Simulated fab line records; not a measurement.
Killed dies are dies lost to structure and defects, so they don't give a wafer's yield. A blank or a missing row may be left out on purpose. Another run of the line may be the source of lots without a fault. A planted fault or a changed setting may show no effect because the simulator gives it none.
Which tool did it? / flow n5Finfet / at 1 step of a route of 1938, 8 lots with 24 wafers sampled

## WHAT THE GAUGES SHOWED, per wafer
N5_BEOL_M4_RC_MEAS_101.
lot=L976; measured=day 9 04:48; on=prober-02; DIBL_N (mV/V)=36.3 38.0 36.7
lot=L978; measured=day 9 14:31; on=prober-01; DIBL_N (mV/V)=37.4 37.1 35.0
lot=L983; measured=day 10 14:10; on=prober-02; DIBL_N (mV/V)=35.7 34.4 33.6
lot=L984; measured=day 10 16:13; on=prober-01; DIBL_N (mV/V)=35.7 32.5 36.7
lot=L990; measured=day 11 21:24; on=prober-02; DIBL_N (mV/V)=37.7 38.6 36.4
lot=L989; measured=day 12 01:50; on=prober-01; DIBL_N (mV/V)=36.9 35.4 35.4
lot=L994; measured=day 13 03:45; on=prober-02; DIBL_N (mV/V)=40.2 35.4 37.4
lot=L995; measured=day 13 21:41; on=prober-01; DIBL_N (mV/V)=36.2 35.4 34.2

## EACH LOT AND THE TOOL THAT RAN IT (in order: tool; ch and the chambers of the sampled wafers; start)
No process step before these readings appears in the record.

## THE ANSWER, worked out from the rows above alone
Rule: the usual values come from the lots themselves. Put in order of their means at a reading, lots are off if they are a third of the lots or fewer, leave a main group of 4 or more, and stand apart from it by a gap of 3 or more times the standard deviation of the main group's means; of several such gaps the widest counts. If all means in a main group match to the digits the tables above print for the reading, that group is not used. Also off: a lot with no number at a reading for which 4 or more lots have one. Where the step has rows for the other lots, those lots are counted as sound.
No lot is off at any reading shown: from this, nothing can be told.

## WHAT THE SIMULATOR HAD PUT IN
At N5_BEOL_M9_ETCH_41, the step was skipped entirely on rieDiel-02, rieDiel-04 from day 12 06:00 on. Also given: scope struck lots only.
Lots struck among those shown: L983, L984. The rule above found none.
